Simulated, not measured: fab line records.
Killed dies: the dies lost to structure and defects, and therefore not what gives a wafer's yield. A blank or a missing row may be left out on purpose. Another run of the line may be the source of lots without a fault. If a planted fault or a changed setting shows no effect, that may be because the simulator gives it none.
Lot-split experiment	flow n5-finfet	on a route of 1938 steps: 7 lots, 39 wafers read

## ABOUT THE SPLIT
At N5_BEOL_M8_DESCUM_33 (chemistry O2, time 7 s), the setting time-s was moved away from the recipe's 7 s on 15 of the 39 wafers read, by -50.9% to +33.5%. For the rest of the wafers, this setting stayed at what the recipe calls for.

The reading comes from the split's own step.

## THE READING
CAR-EUV_of_BEOL_M8_COAT_22.thk-nm (the simulator's own value, which no gauge read), in nm, at N5_BEOL_M8_DESCUM_33 (chemistry O2, time 7 s). There is no usual value for it anywhere in the file. Average 26.0 nm, standard deviation 0.066 nm, over the 24 wafers here run with the recipe.

wafer	tool, chamber at the split	time-s as run, s	against the recipe	CAR-EUV_of_BEOL_M8_COAT_22.thk-nm, nm	against lot-mates on the recipe
L074.1	rie-diel-06, 0,3,1	7	recipe	26	-
L074.4	rie-diel-06, 0,3,1	7	recipe	26	-
L074.6	rie-diel-06, 0,3,1	7	recipe	26	-
L076.1	rie-diel-05, 3	8.894	+27.1%	25	-1.0
L076.2	rie-diel-05, 1,0,2	7	recipe	26	-
L076.4	rie-diel-05, 1,0,2	7	recipe	26	-
L076.6	rie-diel-05, 1,0,2	7	recipe	26	-
L076.3	rie-diel-05, 2,1	8.894	+27.1%	25.2	-0.8
L076.5	rie-diel-05, 2,1	8.894	+27.1%	25.2	-0.8
L077.1	rie-diel-06, 3,1,2	8.833	+26.2%	25.2	-0.9
L077.4	rie-diel-06, 3,1,2	8.833	+26.2%	25.2	-0.9
L077.6	rie-diel-06, 3,1,2	8.833	+26.2%	25.2	-0.9
L077.2	rie-diel-06, 2	7	recipe	26.2	-
L077.3	rie-diel-06, 0,1	7	recipe	26	-
L077.5	rie-diel-06, 0,1	7	recipe	26	-
L091.1	rie-diel-05, 0,2,1	9.346	+33.5%	25	-1.1
L091.2	rie-diel-05, 0,2,1	9.346	+33.5%	25	-1.1
L091.6	rie-diel-05, 0,2,1	9.346	+33.5%	25	-1.1
L091.3	rie-diel-05, 1	7	recipe	26	-
L091.4	rie-diel-05, 0,2	7	recipe	26.2	-
L091.5	rie-diel-05, 0,2	7	recipe	26.2	-
L093.1	rie-diel-03, 0,1,2	3.434	-50.9%	27.8	+1.8
L093.3	rie-diel-03, 0,1,2	3.434	-50.9%	27.8	+1.8
L093.5	rie-diel-03, 0,1,2	3.434	-50.9%	27.8	+1.8
L093.2	rie-diel-03, 2,3,3	7	recipe	26	-
L093.4	rie-diel-03, 2,3,3	7	recipe	26	-
L093.6	rie-diel-03, 2,3,3	7	recipe	26	-
L092.1	rie-diel-05, 0,2,3	7	recipe	26	-
L092.2	rie-diel-05, 0,2,3	7	recipe	26	-
L092.4	rie-diel-05, 0,2,3	7	recipe	26	-
L092.3	rie-diel-05, 1,3,2	8.603	+22.9%	25.2	-0.8
L092.5	rie-diel-05, 1,3,2	8.603	+22.9%	25.2	-0.8
L092.6	rie-diel-05, 1,3,2	8.603	+22.9%	25.2	-0.8
L095.1	rie-diel-06, 1,0,2,3,0,1	7	recipe	26	-
L095.2	rie-diel-06, 1,0,2,3,0,1	7	recipe	26	-
L095.3	rie-diel-06, 1,0,2,3,0,1	7	recipe	26	-
L095.4	rie-diel-06, 1,0,2,3,0,1	7	recipe	26	-
L095.5	rie-diel-06, 1,0,2,3,0,1	7	recipe	26	-
L095.6	rie-diel-06, 1,0,2,3,0,1	7	recipe	26	-
The file does not say which wafer passed through which chamber wherever a row lists several chambers: such a row stands for several wafers.

THE FIT
A straight line over all 39 wafers: CAR-EUV_of_BEOL_M8_COAT_22.thk-nm changes by -0.0336 nm for each +1% of time-s; r = -0.99; the points scatter about the line by 0.071 nm.
The same after taking each lot's own level away (the mean of its wafers on the recipe; 39 wafers): -0.0344 nm for each +1%; r = -1.00; scatter 0.052 nm.
That fit puts the effect of the largest move of time-s on the reading at 1.8 nm.
Across the lots, their own levels run from 26.00 to 26.13 nm, a range of 2.0 times the standard deviation given above.
The two slopes agree, so the slope changes little with the lot-to-lot level.
Check: with one of the wafers moved furthest among these (-50.9%) left out of the fit, the line predicts +1.76 nm for it against its lot-mates. It came out at +1.8 nm against them.

## ADDITIONAL SPLITS CARRIED BY THESE WAFERS
Other splits were also applied to these wafers ahead of the reading. Each is held against what the fit with the lots' levels taken away leaves over:
other split on the same wafers	wafers away from the commonest value	r with CAR-EUV_of_BEOL_M8_COAT_22.thk-nm (lot level and that fit taken away)
N5_BEOL_M1_TRENCH_ETCH_37 time-s	18	+0.12
N5_BEOL_M2_ALD_98 ald-cycles	12	+0.09

## FILE'S OWN FIT
CAR-EUV_of_BEOL_M8_COAT_22.thk-nm changes by -0.0343 nm for each +1% of time-s, r = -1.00.
